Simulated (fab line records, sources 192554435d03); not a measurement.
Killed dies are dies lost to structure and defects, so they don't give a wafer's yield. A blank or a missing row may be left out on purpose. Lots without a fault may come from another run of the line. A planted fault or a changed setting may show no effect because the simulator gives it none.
Split-lot experiment | flow n5_finfet | 7 lots, 21 wafers read, on a route of 1938 steps

THE SPLIT
At N5_BEOL_M0_SAQP_EXPOSE_11 (exposes mask M0 CORE, target cd 42 nm), the setting dose_mj was moved away from the recipe's 55 on 10 of the 21 wafers read, by -7.2% to +6.1%. The other wafers ran this setting at the recipe's value.

FROM THE SPLIT TO THE READING: what the file shows between them, 2 steps
- N5_BEOL_M0_SAQP_PEB_12: peb time 60 s
- N5_BEOL_M0_SAQP_DEVELOP_13: develop time 30 s

THE READING
cd_nm, in nm, at N5_BEOL_M0_SAQP_CD_MEAS_14 (target cd 42.5 nm). Fault-free wafers of this fab line usually give 42.6 nm, standard deviation 0.34 nm.

wafer  | tool, chamber at the split | dose_mj as run | against the recipe | cd_nm, nm | against lot-mates on the recipe
L076.1 | arfi_scanner-02, 0         | 55             | recipe             | 42.5      | -
L076.4 | arfi_scanner-02, 0         | 51.06          | -7.2%              | 45.3      | +2.8
L076.5 | arfi_scanner-02, 0         | 51.06          | -7.2%              | 45.4      | +2.9
L077.1 | arfi_scanner-02, 0         | 55             | recipe             | 42.0      | -
L077.2 | arfi_scanner-02, 0         | 51.78          | -5.9%              | 44.6      | +2.6
L077.4 | arfi_scanner-02, 0         | 51.78          | -5.9%              | 44.3      | +2.3
L079.3 | arfi_scanner-01, 0         | 55             | recipe             | 42.8      | -
L079.4 | arfi_scanner-01, 0         | 52.9           | -3.8%              | 43.6      | +0.8
L079.5 | arfi_scanner-01, 0         | 52.9           | -3.8%              | 43.9      | +1.1
L089.2 | arfi_scanner-01, 0         | 55             | recipe             | 43.0      | -
L089.3 | arfi_scanner-01, 0         | 55             | recipe             | 43.2      | -
L089.6 | arfi_scanner-01, 0         | 55             | recipe             | 41.8      | -
L090.1 | arfi_scanner-01, 0         | 58.37          | +6.1%              | 40.6      | -1.9
L090.4 | arfi_scanner-01, 0         | 55             | recipe             | 42.5      | -
L090.5 | arfi_scanner-01, 0         | 58.37          | +6.1%              | 40.8      | -1.7
L091.3 | arfi_scanner-02, 0         | 55             | recipe             | 43.0      | -
L091.5 | arfi_scanner-02, 0         | 55             | recipe             | 42.7      | -
L091.6 | arfi_scanner-02, 0         | 55             | recipe             | 42.6      | -
L093.1 | arfi_scanner-03, 0         | 53.47          | -2.8%              | 43.0      | +0.7
L093.2 | arfi_scanner-03, 0         | 53.47          | -2.8%              | 43.1      | +0.8
L093.3 | arfi_scanner-03, 0         | 55             | recipe             | 42.3      | -

THE FIT
A straight line over all 21 wafers: cd_nm changes by -0.331 nm for each +1% of dose_mj; r = -0.95; the points scatter about the line by 0.38 nm.
The same after taking each lot's own level away (the mean of its wafers on the recipe; 21 wafers): -0.35 nm for each +1%; r = -0.96; scatter 0.36 nm.
On that fit, the largest move of dose_mj shifts the reading by 2.5 nm.
The lots' own levels span 42.00 to 42.80 nm, that is 2.4 times the standard deviation above.
So the lot-to-lot level changes the slope little: the two slopes agree.
Check: with one of the wafers moved furthest among these (-7.2%) left out of the fit, the line predicts +2.5 nm for it against its lot-mates. It came out at +2.8 nm against them.

OTHER SPLITS ON THESE WAFERS
These wafers also went through other splits before the reading. Each is held against what the fit with the lots' levels taken away leaves over:
other split on the same wafers       | wafers away from the commonest value | r with cd_nm (lot level and that fit taken away)
N5_MOL_CONTACT_COAG_COAT_63 spin_rpm | 10                                   | -0.11
N5_BEOL_M0_SAQP_PECVD_96 time_s      | 5                                    | -0.02

THE FILE'S OWN FIT
cd_nm changes by -0.357 nm for each +1% of dose_mj, r = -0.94.
